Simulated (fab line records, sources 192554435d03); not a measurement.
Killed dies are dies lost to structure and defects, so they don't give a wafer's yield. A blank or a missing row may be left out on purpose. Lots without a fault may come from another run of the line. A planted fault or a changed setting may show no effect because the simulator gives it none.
fab line records | flow n5_finfet | part 2 of 2: steps 5 to 6 of 6
record lots=20 wafers=60 last_day=18
route steps=1938 shown PMOS_HMC_CHANNEL_EPI@69 FIN_SAQP@129
lots that met no fault: from a run of the same line without faults
start_h: hours from the record's first day to the start of the lot's first wafer shown | wait_h: hours since the lot's step before | " the same as in the row above | L1.1+2: a row that stands for several wafers | - no value, or no start given | * or withheld: withheld | < > ~ a bound
route shown NAME@n: a module of which the file shows steps, and the number in the route of the first | usual: mean/standard deviation of fault-free wafers | same: alike in all rows | chamber/n: place in a boat | sites: the reading at each site | _std_site: their standard deviation | _edge_site: outer sites' mean less inner sites' | radius_mm: how far each site lies from the wafer's centre | mask NAME#n: copy n | behind: the tool/chamber that last shaped the wafer | hold: why the lot was held/for how many hours/how that ended | device: the transistor (n, p or np) that didn't switch | end of line: the same wafers' tests at the end of the route | a step without rows: its recipe alone | killed: dies lost to structure and defects at the first sort, not the wafer's yield | map: a wafer's dies, x killed, . not, _ none there
set.NAME: the setting as run; set.NAME@STEP: as run at that earlier step | model.NAME: the simulator's own value behind a step, which no gauge read
steps of the route over a sample of lots; a table a step, a row a wafer
services: from which hour (start_h, from the record's first day; less than 0 if before it) a tool's chamber was out of use, for how many hours, and why
## steps
# step N5_FIN_SAQP_ETCH_57
# recipe chemistry=CH3F/O2 target=SiNx mask_material=SiO2 target_depth_a=325 time_s=46.4 pressure_mtorr=30 source_w=395 bias_w=73 Ar_flow_sccm=150 CH3F_flow_sccm=30 O2_flow_sccm=20 ion_energy_ev=120 ends=cleared
# usual CH3F_flow_sccm=29.99/0.095 drypump_motor_current_A=5.7/0.51 etch_rf_on_time_s=46.3/0.88 oes_product_au=0.70/0.059 rf_vpp_V=296/5.4 showerhead_plenum_p_Torr=2.01/0.055 throttle_valve_pct=16.32/0.29
# columns lot.wafer tool chamber start_h wait_h CH3F_flow_sccm drypump_motor_current_A etch_rf_on_time_s oes_product_au rf_hours_counter_h rf_vpp_V showerhead_plenum_p_Torr throttle_valve_pct
L075.2 rie_diel-02 0 29.85 0.0 29.77 5.6 47.9 0.64 187 293 2.07 16.58
L075.4 " 2 " " 29.99 5.8 45.5 0.69 118 300 2.09 16.26
L075.5 " 1 " " 29.89 6.6 46.1 0.66 - 302 2.02 16.50
L077.3 rie_diel-01 3 43.76 0.3 29.94 6.2 46.6 0.76 15 292 2.04 15.79
L077.5 " 3 " " 29.97 6.2 47.4 0.76 - 291 2.04 15.80
L077.6 " 1 " " 29.92 5.4 46.6 0.75 - 296 2.06 16.19
L078.1 rie_diel-01 1 48.76 0.1 29.88 5.4 45.3 0.76 25 296 2.06 16.19
L078.2 " 2 " " 29.75 5.1 45.7 0.73 51 305 1.95 16.21
L078.5 " 0 " " 29.91 5.3 47.1 0.84 - 289 2.06 16.25
L079.2 rie_diel-01 1 55.56 0.1 29.99 5.4 44.6 0.76 27 297 2.06 16.20
L079.3 " 0 " " 29.99 5.3 46.3 0.82 4 288 2.06 16.27
L079.6 " 1 " " 29.95 5.5 46.4 0.75 - 297 2.06 16.22
L080.2 rie_diel-01 0 61.73 0.1 30.10 5.3 46.1 0.81 6 290 2.05 16.28
L080.3 " 3 " " 29.96 6.2 46.7 0.75 22 292 2.04 15.81
L080.5 " 1 " " 29.97 5.4 46.4 0.75 - 296 2.06 16.22
L081.1 rie_diel-04 0 67.16 0.1 30.09 6.8 45.8 0.63 165 301 1.91 16.68
L081.3 " 3 " " 29.97 5.3 44.9 0.67 130 297 1.93 16.49
L081.6 " 3 " " 30.04 5.3 45.2 0.68 - 298 1.93 16.48
L082.3 rie_diel-01 0 73.16 0.0 30.07 5.3 47.2 0.80 10 288 2.05 16.26
L082.5 " 1 " " 30.00 5.4 46.0 0.74 - 298 2.06 16.22
L082.6 " 2 " " 29.93 5.1 47.2 0.71 - 305 1.94 16.22
L083.1 rie_diel-02 1 77.83 0.0 30.02 6.6 44.8 0.65 129 300 2.01 16.53
L083.2 " 0 " " 29.87 5.6 46.7 0.63 204 290 2.07 16.63
L083.6 " 2 " " 30.16 5.8 46.3 0.67 - 301 2.08 16.29
L084.1 rie_diel-01 2 84.13 0.1 30.09 5.2 46.8 0.71 62 306 1.94 16.21
L084.4 " 3 " " 30.03 6.3 47.8 0.73 30 292 2.04 15.83
L084.5 " 3 " " 29.96 6.3 47.2 0.74 - 293 2.04 15.84
L085.1 rie_diel-01 3 90.28 0.0 29.93 6.2 46.0 0.73 32 292 2.04 15.84
L085.3 " 1 " " 30.09 5.4 45.4 0.73 39 297 2.06 16.23
L085.6 " 0 " " 30.04 5.3 46.1 0.78 - 289 2.05 16.28
L086.3 rie_diel-04 3 96.73 0.0 29.97 5.3 45.9 0.67 140 299 1.93 16.49
L086.4 " 1 " " 29.91 6.0 46.4 0.63 190 300 1.98 16.65
L086.5 " 3 " " 30.00 5.3 46.5 0.66 - 299 1.93 16.50
L087.2 rie_diel-01 0 104.59 0.0 29.97 5.3 45.4 0.78 21 288 2.05 16.31
L087.3 " 1 " " 30.07 5.5 44.9 0.74 45 298 2.06 16.24
L087.5 " 3 " " 29.76 6.3 46.6 0.74 - 292 2.04 15.82
L088.3 rie_diel-04 0 108.99 0.0 30.06 6.8 46.3 0.62 179 300 1.91 16.73
L088.5 " 1 " " 30.05 6.0 47.3 0.62 - 299 1.98 16.65
L088.6 " 0 " " 30.08 6.8 47.1 0.62 - 300 1.91 16.70
L089.1 rie_diel-04 0 114.37 0.0 30.01 6.8 47.3 0.62 181 301 1.91 16.72
L089.2 " 1 " " 30.05 6.0 46.1 0.63 196 303 1.98 16.64
L089.3 " 3 " " 30.00 5.3 45.4 0.66 145 299 1.93 16.52
L090.2 rie_diel-01 0 121.48 0.0 29.80 5.3 46.2 0.76 28 290 2.05 16.31
L090.3 " 1 " " 29.79 5.4 45.4 0.72 51 297 2.05 16.25
L090.4 " 3 " " 30.10 6.3 46.8 0.72 43 292 2.03 15.85
L091.1 rie_diel-01 1 125.86 0.0 29.93 5.4 45.8 0.72 53 297 2.05 16.24
L091.2 " 2 " " 30.03 5.1 46.7 0.69 76 306 1.94 16.25
L091.4 " 3 " " 29.99 6.3 47.2 0.70 44 292 2.03 15.85
L093.1 rie_diel-02 3 137.31 0.1 29.96 5.0 45.0 0.63 165 289 1.99 16.75
L093.3 " 2 " " 29.87 5.8 45.7 0.65 160 299 2.08 16.33
L093.5 " 3 " " 30.08 5.0 45.8 0.63 - 291 1.99 16.73
L095.2 rie_diel-04 3 150.84 0.1 29.92 5.3 46.0 0.65 157 299 1.93 16.53
L095.3 " 1 " " 29.93 6.0 46.8 0.62 208 301 1.97 16.68
L095.6 " 2 " " 29.96 6.1 45.3 0.76 - 291 1.94 15.94
L096.1 rie_diel-02 3 156.35 0.0 29.93 5.0 45.0 0.63 173 289 1.99 16.74
L096.3 " 0 " " 30.02 5.6 47.6 0.61 231 294 2.06 16.67
L096.4 " 2 " " 30.01 5.8 46.2 0.65 168 301 2.07 16.34
L097.3 rie_diel-02 2 161.49 0.0 29.87 5.8 45.4 0.65 169 300 2.07 16.34
L097.5 " 2 " " 30.14 5.9 46.0 0.65 - 300 2.07 16.36
L097.6 " 3 " " 30.01 5.0 47.1 0.63 - 289 1.99 16.77
# step N5_FIN_SAQP_SPACER2_ALD_28
# recipe material=SiO2 target_thk_a=81 temp_c=300 ald_precursor_family=BDEAS ald_co_reactant=O2-plasma pulse_time_s=1 purge_time_s=2 co_reactant_purge_time_s=2 pressure_torr=2
# usual chamber_pressure_Torr=2.000/0.0045 heater_power_w=477/44 precursor_pulse_height_rel=1.000/0.021
# same purge_time_s=2
# columns lot.wafer tool chamber start_h wait_h chamber_pressure_Torr heater_power_w precursor_pulse_height_rel
L075.2 ald_sin-02 1 30.93 0.2 2.005 457 1.002
L075.4 " 0 " " 2.006 403 1.007
L075.5 " 1 " " 1.997 466 0.995
L077.3 ald_sin-02 0 45.05 0.1 2.001 407 1.001
L077.5 " 1 " " 1.997 457 1.002
L077.6 " 0 " " 2.005 407 0.990
L078.1 ald_sin-03 0 49.73 0.1 1.995 452 1.015
L078.2 " 3 " " 1.999 506 1.017
L078.5 " 0 " " 1.997 441 0.970
L079.2 ald_sin-04 0 57.40 1.0 2.006 558 1.027
L079.3 " 1 " " 1.997 440 0.997
L079.6 " 2 " " 2.003 470 1.033
L080.2 ald_sin-03 0 62.74 0.1 2.001 442 1.031
L080.3 " 2 " " 1.996 451 1.017
L080.5 " 1 " " 2.004 510 0.992
L081.1 ald_sin-02 3 68.14 0.1 1.993 509 0.966
L081.3 " 1 " " 2.004 463 1.018
L081.6 " 3 " " 1.999 524 0.994
L082.3 ald_sin-04 1 74.16 0.1 2.003 426 0.980
L082.5 " 2 " " 2.000 488 0.994
L082.6 " 1 " " 1.994 439 1.023
L083.1 ald_sin-04 1 78.81 0.1 2.002 438 1.017
L083.2 " 2 " " 2.003 482 0.985
L083.6 " 0 " " 1.993 568 0.998
L084.1 ald_sin-02 3 85.17 0.1 2.001 535 1.066
L084.4 " 0 " " 1.997 410 0.966
L084.5 " 0 " " 2.009 422 1.014
L085.1 ald_sin-04 3 91.28 0.1 1.999 474 1.006
L085.3 " 1 " " 2.002 444 0.992
L085.6 " 2 " " 1.996 493 1.012
L086.3 ald_sin-02 0 99.48 1.8 1.996 388 0.975
L086.4 " 3 " " 1.996 472 0.974
L086.5 " 1 " " 2.003 467 0.995
L087.2 ald_sin-02 1 107.66 2.2 1.991 476 1.011
L087.3 " 0 " " 2.001 396 0.989
L087.5 " 0 " " 2.006 382 1.003
L088.3 ald_sin-03 1 110.00 0.1 2.008 520 0.972
L088.5 " 2 " " 1.999 451 1.008
L088.6 " 3 " " 2.003 500 1.004
L089.1 ald_sin-03 3 115.34 0.1 2.005 507 0.999
L089.2 " 0 " " 1.995 450 1.035
L089.3 " 1 " " 2.004 505 0.992
L090.2 ald_sin-03 3 122.67 0.3 2.003 503 0.981
L090.3 " 1 " " 1.998 503 1.005
L090.4 " 2 " " 1.999 468 1.001
L091.1 ald_sin-04 2 126.83 0.1 1.997 476 0.991
L091.2 " 0 " " 2.005 578 1.017
L091.4 " 1 " " 2.002 446 0.996
L093.1 ald_sin-04 2 138.28 0.1 1.993 474 0.997
L093.3 " 0 " " 2.003 560 0.988
L093.5 " 1 " " 1.991 443 1.011
L095.2 ald_sin-02 3 151.85 0.1 1.990 469 1.011
L095.3 " 2 " " 2.001 472 0.996
L095.6 " 2 " " 2.008 478 0.969
L096.1 ald_sin-02 3 157.34 0.1 1.996 474 0.984
L096.3 " 1 " " 1.996 466 1.044
L096.4 " 0 " " 2.002 385 0.971
L097.3 ald_sin-03 3 162.99 0.1 2.001 510 1.019
L097.5 " 3 " " 2.001 498 1.029
L097.6 " 0 " " 2.005 445 0.988
## services
# columns tool chamber start_h hours kind
ald_sin-04 0 3.21 7.3 repair
rie_diel-01 - 5.08 2.8 pm
ald_sin-04 2 9.03 4.9 repair
rie_diel-01 0 22.06 - clean
rie_diel-01 0 22.06 - consumable_replace:focus_ring
ald_sin-02 2 24.11 40.3 repair
ald_sin-03 - 29.58 14.6 pm
rie_diel-02 2 33.11 2.0 repair
ald_sin-02 - 41.58 2.8 pm
rie_diel-04 - 44.12 0.5 repair
rie_diel-04 3 59.49 4.5 repair
rie_diel-02 3 62.52 4.2 repair
rie_diel-05 1 77.53 - clean
rie_diel-05 1 77.53 - consumable_replace:focus_ring
rie_diel-05 1 77.53 21.6 scheduled_down
rie_diel-05 1 77.53 21.6 vent_cycle
ald_sin-02 - 85.48 14.0 pm
rie_diel-05 0 91.43 9.1 repair
epi_rpcvd-03 - 92.98 1.6 repair
ald_sin-04 - 94.92 28.1 pm
rie_diel-06 2 118.80 26.8 repair
rie_diel-04 0 143.65 8.5 repair
rie_diel-05 2 156.15 - clean
rie_diel-05 2 156.15 - consumable_replace:focus_ring
